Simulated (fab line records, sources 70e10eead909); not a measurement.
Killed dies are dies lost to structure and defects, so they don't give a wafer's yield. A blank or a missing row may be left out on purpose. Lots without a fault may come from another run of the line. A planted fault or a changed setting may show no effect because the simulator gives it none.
Which tool did it? | flow nand_harc | 14 lots, 42 wafers sampled, at 5 steps of a route of 1302

WHAT THE GAUGES READ, wafer by wafer
NHARC_A_ONON_D2_THK_MEAS_02: measures by ellipsometry.
lot  | measured     | on            | thk_nm (nm)
L600 | day 12 14:28 | film_metro-01 | 1011 1011 1009
L601 | day 13 04:59 | film_metro-02 | 1001 1004 1003
L602 | day 13 05:05 | film_metro-01 | 985 985 984
L603 | day 13 20:49 | film_metro-02 | 997 1000 997
L604 | day 14 03:13 | film_metro-02 | 1010 1011 1010
L607 | day 15 04:14 | film_metro-02 | 995 994 993
L608 | day 15 13:43 | film_metro-01 | 985 986 984
L611 | day 16 20:23 | film_metro-01 | 1008 1007 1008
L616 | day 19 02:21 | film_metro-01 | 992 990 989
L617 | day 19 02:18 | film_metro-02 | 1010 1012 1010
L619 | day 20 05:17 | film_metro-02 | 1004 1001 1002
L620 | day 21 04:59 | film_metro-02 | 988 987 987
L621 | day 21 11:35 | film_metro-02 | 1008 1009 1009
L622 | day 21 23:34 | film_metro-02 | 993 995 994

NHARC_A_ONON_D2_THK_MEAS_05: measures by ellipsometry.
lot  | measured     | on            | thk_nm (nm)
L600 | day 12 15:02 | film_metro-02 | 1011 1011 1011
L601 | day 13 05:33 | film_metro-02 | 987 989 986
L602 | day 13 05:38 | film_metro-01 | 991 993 994
L603 | day 13 21:23 | film_metro-02 | 1000 1000 1000
L604 | day 14 03:47 | film_metro-01 | 1018 1016 1016
L607 | day 15 04:49 | film_metro-01 | 1010 1009 1008
L608 | day 15 14:17 | film_metro-02 | 686 687 688
L611 | day 16 20:57 | film_metro-01 | 707 707 705
L616 | day 19 02:55 | film_metro-02 | 1010 1009 1011
L617 | day 19 02:52 | film_metro-01 | 1003 1003 1004
L619 | day 20 05:52 | film_metro-02 | 992 993 993
L620 | day 21 05:33 | film_metro-02 | 1007 1004 1009
L621 | day 21 12:09 | film_metro-01 | 1008 1009 1009
L622 | day 22 00:08 | film_metro-02 | 988 989 988

NHARC_END_SORT_01.
lot  | measured     | on        | killed_at_array | killed_at_other | killed_at_periphery | killed_dies | killed_open | killed_short
L608 | day 27 17:13 | prober-01 | 672 674 673     | 1 0 1           | 4 3 3               | 677 677 677 | 5 1 4       | 5 3 1
L611 | day 28 08:13 | prober-02 | 672 668 669     | 2 5 4           | 3 4 4               | 677 677 677 | 2 3 1       | 4 1 7

WHICH TOOL RAN EACH LOT (tool, then ch and the chambers of the sampled wafers, then the start)
lot  | NHARC_A_CHANNEL_FILL_D1_STRIP_28   | NHARC_A_ONON_D2_DEP_03
L600 | rie_diel-08 ch 2,3, day 10 00:55   | pecvd_onon-02 ch 0, day 12 14:31
L601 | rie_diel-01 ch 0,1, day 10 13:16   | pecvd_onon-02 ch 0, day 13 05:09
L602 | rie_diel-05 ch 0,2,3, day 10 13:16 | pecvd_onon-01 ch 0, day 13 05:11
L603 | rie_diel-01 ch 0,1,2, day 11 02:17 | pecvd_onon-01 ch 0, day 13 20:59
L604 | rie_diel-05 ch 1,3, day 11 08:32   | pecvd_onon-01 ch 0, day 14 03:20
L607 | rie_diel-08 ch 0,2,3, day 12 17:20 | pecvd_onon-02 ch 0, day 15 04:18
L608 | rie_diel-05 ch 0,1,3, day 13 04:26 | pecvd_onon-02 ch 0, day 15 13:50
L611 | rie_diel-05 ch 0,1,3, day 14 09:11 | pecvd_onon-02 ch 0, day 16 20:26
L616 | rie_diel-05 ch 0,1,3, day 16 16:53 | pecvd_onon-02 ch 0, day 19 02:25
L617 | rie_diel-01 ch 0,3, day 16 16:53   | pecvd_onon-01 ch 0, day 19 02:25
L619 | rie_diel-01 ch 0,1,2, day 17 17:23 | pecvd_onon-02 ch 0, day 20 05:20
L620 | rie_diel-05 ch 1,3, day 18 17:39   | pecvd_onon-03 ch 0, day 21 05:05
L621 | rie_diel-08 ch 1,2, day 19 00:29   | pecvd_onon-03 ch 0, day 21 11:46
L622 | rie_diel-01 ch 0,3, day 19 05:01   | pecvd_onon-03 ch 0, day 21 23:41
- NHARC_A_CHANNEL_FILL_D1_STRIP_28: strips in O2, time 20 s.
- NHARC_A_ONON_D2_DEP_03: target thk 1000 nm.

WHAT THE TOOLS THEMSELVES READ (means of the sampled wafers that have a number; where no wafer has one, the mark that the record gives instead)
NHARC_A_CHANNEL_FILL_D1_STRIP_28.
lot  | tool        | drypump_motor_current_A (A) | oes_product_au (a.u.) | rf_vpp_V (V) | showerhead_plenum_p_Torr (Torr) | throttle_valve_pct (%)
L600 | rie_diel-08 | 5.6                         | 0.998                 | 57.8         | 3.35                            | 17.028
L601 | rie_diel-01 | 5.1                         | 1.009                 | 58.5         | 3.74                            | 17.025
L602 | rie_diel-05 | 5.7                         | 1.001                 | 57.2         | 3.59                            | 17.040
L603 | rie_diel-01 | 5.5                         | 1.016                 | 57.7         | 3.60                            | 17.035
L604 | rie_diel-05 | 5.8                         | 0.996                 | 57.8         | 3.39                            | 17.036
L607 | rie_diel-08 | 5.8                         | 0.998                 | 57.8         | 3.38                            | 17.046
L608 | rie_diel-05 | 5.5                         | 0.999                 | 57.0         | 3.53                            | 17.047
L611 | rie_diel-05 | 5.5                         | 0.998                 | 58.5         | 3.53                            | 17.033
L616 | rie_diel-05 | 5.5                         | 1.008                 | 57.6         | 3.53                            | 17.042
L617 | rie_diel-01 | 5.1                         | 1.001                 | 58.3         | 3.70                            | 17.028
L619 | rie_diel-01 | 5.5                         | 0.995                 | 57.7         | 3.60                            | 17.020
L620 | rie_diel-05 | 5.6                         | 1.003                 | 58.2         | 3.47                            | 17.037
L621 | rie_diel-08 | 6.0                         | 0.996                 | 57.0         | 3.47                            | 17.052
L622 | rie_diel-01 | 5.1                         | 0.995                 | 58.5         | 3.69                            | 17.050

THE ANSWER, worked out from the rows above alone
Rule: what is usual is taken from the lots themselves. Put in order of their means at a reading, lots are off if they are a third of the lots or fewer, leave a main group of 4 or more, and stand apart from it by a gap of 3 or more times the standard deviation of the main group's means; of several such gaps the widest counts. A main group whose means are all the same, to the digits that the tables above print for the reading, isn't used. A lot without any number at a reading at which 4 lots or more have one is off too. The other lots that the step has rows for count as sound. The gauges are gone through in route order, then the tools' own readings, and for those a lot's mean is taken as printed above. The first step at which some lot is off is used, and at that step the reading that is off furthest; a lot without a number counts as furthest.
Off: L608, L611, at NHARC_A_ONON_D2_THK_MEAS_05 (thk_nm). The main group: mean 1002 nm, standard deviation 9.4.
A tool fits if, at a process step before that reading, it ran every lot that is off, and no sound lot after the first of them. The gauges at NHARC_A_ONON_D2_THK_MEAS_05 are tried like those tools. None of those tried fits.

WHAT THE SIMULATOR HAD PUT IN
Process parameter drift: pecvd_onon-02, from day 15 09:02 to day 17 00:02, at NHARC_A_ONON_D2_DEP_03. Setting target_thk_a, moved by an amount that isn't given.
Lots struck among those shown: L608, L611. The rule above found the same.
